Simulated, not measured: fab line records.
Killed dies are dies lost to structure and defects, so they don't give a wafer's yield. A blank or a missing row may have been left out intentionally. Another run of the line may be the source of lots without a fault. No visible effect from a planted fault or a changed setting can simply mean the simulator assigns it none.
A lot that was struck, set against a sound lot | flow n5_finfet | 44 out of 1938 route steps
Sound: these wafers, L531.2, L531.4, L531.5. Struck: wafer L522.2. (L522.5, L522.6 of the same lot were not struck and are left out.) The cause comes at the end.
Per side, at each step with rows, come the tool, then ch with its chambers, and then its first start. Under that, the readings that differ: sound wafers | struck wafers | difference of the means | sigmas: that difference in standard deviations of wafers without a fault.
alike: words and numbers the same on both sides, and readings whose means are apart by under 2 such deviations; not compared: readings that were withheld, readings missing a value for some wafer, numbers with overlapping values and no deviation given by the record, and bounds like >300 which may hide the same value.
A row with sigmas, a row that says differs or no value, or rows on one side alone: a step with any of these is where the two part. Numbers that don't overlap but have no deviation are shown without sigmas and don't part them. A reading missing from all wafers of one side parts the sides only when that side holds two or more wafers.

first, 11 steps without rows for these wafers: N5_BEOL_M2_DESCUM_33 (chemistry O2, time 7 s); N5_BEOL_M2_ETCH_77 (etches underlayer in N2/H2, target depth 6.5 nm, time 5.2 s); N5_BEOL_M2_ETCH_69 (etches SiARC in CF4, target depth 15.6 nm, time 26 s); N5_BEOL_M2_ALD_98 (deposits SiO2, target thk 2.5 nm, pulse time 1 s, co reactant pulse time 1 s); N5_BEOL_M2_ETCHBACK_99 (etches SiO2 in CHF3, target depth 5 nm, time 10.4 s); N5_BEOL_M2_ETCH_70 (etches SOC in N2/H2, target depth 80 nm, overetch 24 nm, time 130 s); N5_BEOL_M2_STRIP_71 (strips in N2/H2); N5_BEOL_M2_STRIP_78 (strips in N2/H2); N5_BEOL_M2_VIA_ETCH_34 (etches the open film in C4F6/O2, target depth 69.4 nm, time 65.9 s); N5_BEOL_M2_STRIP_83 (strips in C4F6/O2); N5_BEOL_M2_STRIP_36 (strips in N2/H2).
N5_BEOL_M2_TRENCH_ETCH_37: etches SiOC in C4F6/O2, target depth 55.555 nm, time 29.2 s.
  sound on rie_diel-06 ch 0,1,2, day 11 15:37; struck on rie_diel-01 ch 1, day 9 09:13
  reading                                    | sound             | struck | difference | sigmas
  run_length_s (s)                           | 53.5 52.2 51.8    | 59.1   | +6.6       | +17
  throttle_valve_pct (%)                     | 20.70 20.83 20.73 | 21.31  | +0.56      | +2
  model.etch.depth_nm (nm)                   | 55.85 55.81 54.49 | 66.16  | +10.78     |
  model.BEOL_M2.feature_depth_nm (nm)        | 55.8 55.8 54.4    | 66.2   | +10.9      |
  model.TiN_of_BEOL_M2_HM_DEP_02.thk_nm (nm) | 17.6 17.6 17.8    | 17     | -1         |
  alike: C4F6_flow_sccm, chamber_pressure_mTorr, drypump_motor_current_A, mfc_ar_sccm, oes_product_au, rf_vpp_V, showerhead_plenum_p_Torr
  not compared: rf_hours_counter_h
then, 2 steps without rows for these wafers: N5_BEOL_M2_ETCH_41 (etches SiCN in CH3F/O2, target depth 29.9 nm, time 52.5 s); N5_BEOL_M2_STRIP_97 (strips in N2/H2, time 10 s).
N5_BEOL_M2_OCD_MEAS_38:
  sound on ocd-02 at day 11 15:46; struck on ocd-02 at day 9 09:23
  reading              | sound          | struck | difference | sigmas
  trench_depth_nm (nm) | 56.2 56.1 55.1 | 65.9   | +10.1      | +14
then, 25 steps without rows for these wafers: N5_BEOL_M2_HM_STRIP_39 (strips TiN in peroxide tin strip, target depth 25 nm, time 158 s); N5_BEOL_M2_SRD_40 (time 30 s); N5_BEOL_M2_PRECLEAN_42 (cleans in residue remover, time 60 s); N5_BEOL_M2_SRD_43 (time 30 s); N5_BEOL_M2_DEGAS_44 (time 60 s); N5_BEOL_M2_PRE_CLEAN_45 (time 30 s); N5_BEOL_M2_ALD_84 (deposits TaN, pulse time 2 s, purge time 3 s, co reactant purge time 2 s); N5_BEOL_M2_SURFACE_TREAT_85; N5_BEOL_M2_CVD_47 (deposits Co from CCTBA/H2, target thk 3 nm, time 223.8 s); N5_BEOL_M2_SPUTTER_48 (material Cu, target thk 4.5 nm, time 8.29 s); N5_BEOL_M2_ANNEAL_49 (time 240 s); N5_BEOL_M2_SPUTTER_79 (material Cu, target thk 4.5 nm, time 8.29 s); N5_BEOL_M2_ANNEAL_80 (time 240 s); N5_BEOL_M2_SPUTTER_81 (material Cu, target thk 4.5 nm, time 8.29 s); N5_BEOL_M2_ANNEAL_82 (time 240 s); N5_BEOL_M2_SPUTTER_86 (material Cu, target thk 4.5 nm, time 8.29 s); N5_BEOL_M2_ANNEAL_87 (time 240 s); N5_BEOL_M2_SPUTTER_88 (material Cu, target thk 4.5 nm, time 8.29 s); N5_BEOL_M2_ANNEAL_89 (time 240 s); N5_BEOL_M2_SPUTTER_90 (material Cu, target thk 4.5 nm, time 8.29 s); N5_BEOL_M2_ANNEAL_91 (time 240 s); N5_BEOL_M2_SPUTTER_92 (material Cu, target thk 4.5 nm, time 8.29 s); N5_BEOL_M2_ANNEAL_93 (time 240 s); N5_BEOL_M2_SPUTTER_94 (material Cu, target thk 4.5 nm, time 8.29 s); N5_BEOL_M2_ANNEAL_95 (time 240 s).
N5_BEOL_M2_CMP_52: polishes, stops on SiOC, t overpolish 6.8 s, target thk 40 nm.
  sound on cmp-04 ch 0,2,3, day 11 19:32; struck on cmp-04 ch 2, day 9 12:26
  reading                                | sound          | struck | difference | sigmas
  barrier_field_endpoint_s (s)           | 25.3 24.3 24.9 | 23.5   | -1.3       | -2
  model.Cu_of_BEOL_M2_ECD_50.thk_nm (nm) | 40.4 38.2 37   | 50.6   | +12.1      |
  alike: motor_current_A, overpolish_run_s, time_to_endpoint_s
N5_BEOL_M2_THK_MEAS_53: measures by xrf.
  sound on film_metro-02 at day 11 19:45; struck on film_metro-02 at day 9 12:43
  reading     | sound          | struck | difference | sigmas
  M2_THK (nm) | 40.9 38.6 37.4 | 51.5   | +12.5      | +11
N5_BEOL_M2_RS_MEAS_58: measures by four-point-probe.
  sound on film_metro-01 at day 11 20:01; struck on film_metro-02 at day 9 12:59
  reading        | sound             | struck | difference | sigmas
  M2_RS (ohm/sq) | 0.660 0.709 0.738 | 0.495  | -0.207     | -9
N5_BEOL_M4_RC_MEAS_101:
  sound on prober-01 ch 0, day 13 01:40; struck on prober-01 ch 0, day 10 18:37
  reading          | sound       | struck | difference | sigmas
  SERP_M2 (ohm/um) | 194 192 209 | 164    | -34        | -3
  alike: DIBL_N, DIBL_P, IOFF_N, IOFF_P, ION_N, ION_P, SS_N, SS_P, VT_N, VT_P

WHERE THEY PART
First at N5_BEOL_M2_TRENCH_ETCH_37; last, within this record, at N5_BEOL_M4_RC_MEAS_101.

WHY: the cause the simulator had injected
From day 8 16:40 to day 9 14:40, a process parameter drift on rie_diel-01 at N5_BEOL_M2_TRENCH_ETCH_37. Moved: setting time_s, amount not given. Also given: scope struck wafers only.
